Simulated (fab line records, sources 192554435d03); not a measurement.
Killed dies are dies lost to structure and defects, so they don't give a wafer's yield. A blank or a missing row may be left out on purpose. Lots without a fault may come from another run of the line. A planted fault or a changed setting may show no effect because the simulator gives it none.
Chamber matching | flow n5_finfet | N5_SD_EPI_P_ETCHBACK_46 on rie_diel-06: 4 sister chambers
The step etches SiNx in CH3F/O2, stops on SiO2, target depth 17.5 nm. 18 wafers are shown with their chamber, then 9 later ones without.

WAFERS WITH THEIR CHAMBER
wafer  | chamber | showerhead_plenum_p_Torr (Torr) | drypump_motor_current_A (A) | throttle_valve_pct (%)
L074.2 | 0       | 1.92                            | 5.1                         | 16.31
L074.3 | 2       | 1.97                            | 5.9                         | 16.53
L074.4 | 2       | 1.97                            | 5.9                         | 16.56
L075.2 | 0       | 1.92                            | 5.1                         | 16.31
L075.4 | 1       | 2.12                            | 6.6                         | 15.88
L075.5 | 3       | 2.08                            | 6.5                         | 16.10
L077.1 | 2       | 1.97                            | 5.9                         | 16.56
L077.4 | 0       | 1.92                            | 5.1                         | 16.32
L077.6 | 0       | 1.92                            | 5.2                         | 16.30
L080.1 | 2       | 1.97                            | 5.9                         | 16.57
L080.2 | 3       | 2.08                            | 6.6                         | 16.10
L080.4 | 1       | 2.12                            | 6.6                         | 15.88
L083.1 | 1       | 2.12                            | 6.5                         | 15.92
L083.2 | 2       | 1.96                            | 5.9                         | 16.58
L083.4 | 0       | 1.92                            | 5.1                         | 16.34
L085.2 | 3       | 2.08                            | 6.5                         | 16.14
L085.3 | 0       | 1.92                            | 5.1                         | 16.36
L085.6 | 0       | 1.92                            | 5.1                         | 16.33

SIGNATURES (means of the wafers above)
reading                  | chamber 0 | chamber 1 | chamber 2 | chamber 3 | scatter within a chamber
showerhead_plenum_p_Torr | 1.9200    | 2.1200    | 1.9680    | 2.0800    | 0.00239
drypump_motor_current_A  | 5.114     | 6.567     | 5.900     | 6.533     | 0.0396
throttle_valve_pct       | 16.3243   | 15.8933   | 16.5600   | 16.1133   | 0.0209
Rule: a wafer's distance from a chamber is the root of the sum, over the readings, of the square of ((its reading less the chamber's mean) divided by the reading's scatter). The wafer belongs to the nearest chamber; if the next one is less than 2 further off, it can't be placed. The scatter: the root of (the sum of the squares of (reading less its chamber's mean) over the shown wafers, divided by (wafers less chambers)).

WAFERS WITHOUT THEIR CHAMBER
wafer  | showerhead_plenum_p_Torr (Torr) | drypump_motor_current_A (A) | throttle_valve_pct (%)
L086.2 | 1.91                            | 5.1                         | 16.35
L086.3 | 2.08                            | 6.5                         | 16.14
L086.4 | 2.12                            | 6.6                         | 15.94
L092.1 | 1.91                            | 5.1                         | 16.37
L092.2 | 1.96                            | 5.9                         | 16.62
L092.5 | 2.07                            | 6.5                         | 16.15
L094.2 | 1.96                            | 5.9                         | 16.61
L094.5 | 2.07                            | 6.5                         | 16.17
L094.6 | 1.96                            | 5.9                         | 16.62

WHICH CHAMBER EACH WENT THROUGH
wafer  | from the rows above | in truth
L086.2 | 0                   | 0
L086.3 | 3                   | 3
L086.4 | 1                   | 1
L092.1 | 0                   | 0
L092.2 | 2                   | 2
L092.5 | 3                   | 3
L094.2 | 2                   | 2
L094.5 | 3                   | 3
L094.6 | 2                   | 2
Placed correctly: 9 of 9. Can't be placed from these rows: 0. Placed wrongly: 0.
